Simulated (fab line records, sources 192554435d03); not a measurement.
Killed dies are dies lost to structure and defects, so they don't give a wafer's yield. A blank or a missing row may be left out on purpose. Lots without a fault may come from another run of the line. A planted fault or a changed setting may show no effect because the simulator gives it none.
Chamber matching | flow n5_finfet | N5_BEOL_M6_DESCUM_16 on rie_diel-06: 3 sister chambers
The step chemistry O2, time 7.9 s. 6 wafers are shown with their chamber, then 5 later ones without.

WAFERS WITH THEIR CHAMBER
wafer  | chamber | throttle_valve_pct (%) | drypump_motor_current_A (A)
L076.6 | 0       | 20.45                  | 5.3
L077.3 | 0       | 20.45                  | 5.3
L078.5 | 2       | 20.49                  | 5.5
L078.6 | 1       | 20.00                  | 6.4
L082.2 | 1       | 20.02                  | 6.5
L082.3 | 2       | 20.53                  | 5.4

WAFERS WITHOUT THEIR CHAMBER
wafer  | throttle_valve_pct (%) | drypump_motor_current_A (A)
L086.1 | 20.47                  | 5.3
L086.3 | 20.52                  | 5.4
L096.1 | 20.52                  | 5.3
L096.3 | 20.56                  | 5.4
L096.5 | 20.06                  | 6.5

WHICH CHAMBER EACH WENT THROUGH
wafer  | from the rows above     | in truth
L086.1 | 0                       | 0
L086.3 | 2                       | 2
L096.1 | can't be placed: 2 or 0 | 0
L096.3 | 2                       | 2
L096.5 | 1                       | 1
Placed correctly: 4 of 5. Can't be placed from these rows: 1 (the true chamber is among the candidates in 1). Placed wrongly: 0.
How it was worked out, from the rows above alone: a wafer's distance from a chamber is the root of the sum, over the readings, of the square of ((its reading less the chamber's mean) divided by the reading's scatter). The wafer belongs to the nearest chamber; if the next one is less than 2 further off, it can't be placed. A chamber's mean is the mean of its shown wafers. The scatter: the root of (the sum of the squares of (reading less its chamber's mean) over the shown wafers, divided by (wafers less chambers)).
